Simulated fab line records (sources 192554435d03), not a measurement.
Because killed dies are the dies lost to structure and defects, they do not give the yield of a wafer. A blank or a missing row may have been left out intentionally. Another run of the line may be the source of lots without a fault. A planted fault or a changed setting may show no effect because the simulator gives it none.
2 desks, one fault || flow n5_finfet || each desk holds nothing but its own numbers, with what lay behind them at the end

## THE DEFECT DESK
Per lot, the means of the sampled wafers with a number show what the inspections along the route counted. Marked OUT: a lot whose mean sits more than 4 standard deviations from the usual mean, which makes it out of limits; the brackets give that distance.
Columns: A = raw_defect_count at N5_BEOL_M5_INSPECT_58, usual 76; B = raw_defect_count at N5_BEOL_M6_INSPECT_13, usual 435
{"lot": "L747", "first seen here": "day 10 17:16", "A": 53, "B": 349}
{"lot": "L750", "first seen here": "day 10 21:31", "A": 86, "B": 354}
{"lot": "L760", "first seen here": "day 13 18:59", "A": 63, "B": 321}
{"lot": "L762", "first seen here": "day 14 14:04", "A": 92, "B": 495}
{"lot": "L764", "first seen here": "day 15 11:44", "A": 77, "B": 564}
Finding of this desk: none of the 5 lots has anything out of limits.

## AT THE METROLOGY DESK
What the gauges read for every lot (on any tool): the sampled wafers with a number, averaged. Marked OUT: a lot whose mean sits more than 4 standard deviations from the usual mean, which makes it out of limits; the brackets give that distance.
Columns: A = M5_RS at N5_BEOL_M5_RS_MEAS_57, usual 0.389 ohm/sq; B = M6_ILD_THK at N5_BEOL_M6_THK_MEAS_01, usual 154.0 nm; C = cd_nm at N5_BEOL_M6_CD_MEAS_11, usual 38.8 nm; D = M6_OVL at N5_BEOL_M6_OVL_MEAS_12, usual 0.4 nm
{"lot": "L747", "first seen here": "day 10 17:14", "A": 0.384, "B": 154.1, "C": 38.8, "D": -0.9}
{"lot": "L750", "first seen here": "day 10 21:29", "A": 0.394, "B": 153.8, "C": 39.3, "D": 0.1}
{"lot": "L760", "first seen here": "day 13 18:58", "A": 0.413, "B": 151.0, "C": 38.5, "D": 0.6}
{"lot": "L762", "first seen here": "day 14 14:02", "A": 0.377, "B": 151.6, "C": 38.7, "D": -0.3}
{"lot": "L764", "first seen here": "day 15 11:43", "A": 0.382, "B": 155.0, "C": 38.5, "D": 1.4}
Finding of this desk: none of the 5 lots has anything out of limits.

## ALL TOGETHER
Nothing out of limits was seen by the defect desk.
Metrology desk: nothing out of limits seen.

## WHAT THE SIMULATOR HAD INSERTED
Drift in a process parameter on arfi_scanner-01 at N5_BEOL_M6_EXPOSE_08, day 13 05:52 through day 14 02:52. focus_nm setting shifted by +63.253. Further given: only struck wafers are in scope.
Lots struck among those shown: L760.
